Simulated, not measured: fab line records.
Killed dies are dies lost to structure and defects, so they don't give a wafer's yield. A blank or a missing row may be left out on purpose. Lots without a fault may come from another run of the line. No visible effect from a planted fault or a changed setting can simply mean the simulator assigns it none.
Split-lot experiment -- flow n5-finfet -- route with 1938 steps; 7 lots, 39 wafers read

== ABOUT THE SPLIT ==
At N5_DUMMY_GATE_ETCH_37 (etches SOC in N2/H2, target depth 60 nm, overetch 30 nm), the setting source-w was moved away from the recipe's 840 W on 12 of the 39 wafers read, by -15.8% to +6.6%. This setting was run at the recipe's value on the other wafers.

The reading comes from the split's own step.

== THE READING ==
rf-vpp-V, in V, at N5_DUMMY_GATE_ETCH_37 (etches SOC in N2/H2, target depth 60 nm, overetch 30 nm). Typical for fault-free wafers on this fab line: 524.5 V, with standard deviation 2.5 V.

wafer,"tool, chamber at the split","source-w as run, W",against the recipe,"rf-vpp-V, V",against lot-mates on the recipe
L075.4,"rie-diel-05, 3",840,recipe,522.1,-
L075.5,"rie-diel-05, 2",840,recipe,520.4,-
L075.6,"rie-diel-05, 1",840,recipe,526.7,-
L077.1,"rie-diel-02, 0",840,recipe,520.6,-
L077.2,"rie-diel-02, 3",840,recipe,527.8,-
L077.3,"rie-diel-02, 2",840,recipe,524.4,-
L077.4,"rie-diel-02, 3",840,recipe,526.1,-
L077.5,"rie-diel-02, 2",840,recipe,524.5,-
L077.6,"rie-diel-02, 0",840,recipe,519.9,-
L078.1,"rie-diel-02, 1",759.4,-9.6%,543.6,+17.6
L078.2,"rie-diel-02, 3",840,recipe,527.3,-
L078.3,"rie-diel-02, 2",759.4,-9.6%,542.9,+16.9
L078.4,"rie-diel-02, 3",840,recipe,527.0,-
L078.5,"rie-diel-02, 2",759.4,-9.6%,541.9,+15.9
L078.6,"rie-diel-02, 1",840,recipe,523.8,-
L083.1,"rie-diel-03, 0",895.1,+6.6%,513.9,-10.1
L083.2,"rie-diel-03, 1",895.1,+6.6%,513.9,-10.1
L083.3,"rie-diel-03, 3",895.1,+6.6%,512.4,-11.6
L083.4,"rie-diel-03, 2",840,recipe,525.4,-
L083.5,"rie-diel-03, 3",840,recipe,523.8,-
L083.6,"rie-diel-03, 0",840,recipe,522.8,-
L086.1,"rie-diel-02, 1",840,recipe,525.5,-
L086.2,"rie-diel-02, 0",840,recipe,529.5,-
L086.3,"rie-diel-02, 3",840,recipe,527.1,-
L086.4,"rie-diel-02, 2",793.6,-5.5%,533.6,+6.2
L086.5,"rie-diel-02, 1",793.6,-5.5%,534.2,+6.8
L086.6,"rie-diel-02, 0",793.6,-5.5%,537.3,+9.9
L091.1,"rie-diel-02, 0",840,recipe,528.3,-
L091.2,"rie-diel-02, 1",706.9,-15.8%,556.0,+28.3
L091.3,"rie-diel-02, 2",706.9,-15.8%,554.2,+26.5
L091.4,"rie-diel-02, 3",840,recipe,527.8,-
L091.5,"rie-diel-02, 0",706.9,-15.8%,559.9,+32.2
L091.6,"rie-diel-02, 3",840,recipe,527.1,-
L096.1,"rie-diel-02, 2",840,recipe,524.8,-
L096.2,"rie-diel-02, 1",840,recipe,524.1,-
L096.3,"rie-diel-02, 0",840,recipe,528.6,-
L096.4,"rie-diel-02, 3",840,recipe,527.4,-
L096.5,"rie-diel-02, 3",840,recipe,526.7,-
L096.6,"rie-diel-02, 2",840,recipe,522.6,-

FIT RESULTS
A straight line over all 39 wafers: rf-vpp-V changes by -1.91 V for each +1% of source-w; r = -0.97; the points scatter about the line by 2.4 V.
The same after taking each lot's own level away (the mean of its wafers on the recipe; 39 wafers): -1.76 V for each +1%; r = -0.98; scatter 2.1 V.
That fit puts the effect of the largest move of source-w on the reading at 28 V.
From 523.07 to 527.73 V: that is the span of the lots' own levels, equal to 1.9 times the standard deviation above.
So the lot-to-lot level changes the slope little: the two slopes agree.
Check: with one of the wafers moved furthest among these (-15.8%) left out of the fit, the line predicts +27.7 V for it against its lot-mates. Against them it came out at +28.3 V.
Tool readings at the split's step, against how far the setting was moved: rf-vpp-V r = -0.97.

== FURTHER SPLITS ON THESE WAFERS ==
These wafers also went through other splits before the reading. Each is held against what the fit with the lots' levels taken away leaves over:
other split on the same wafers,wafers away from the commonest value,r with rf-vpp-V (lot level and that fit taken away)
N5_WELL_APT_IMPLANT_32 energy-kev,12,+0.28
N5_DUMMY_GATE_EXPOSE_12 dose-mj,12,+0.33

== FILE'S OWN FIT ==
rf-vpp-V changes by -1.76 V for each +1% of source-w, r = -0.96.
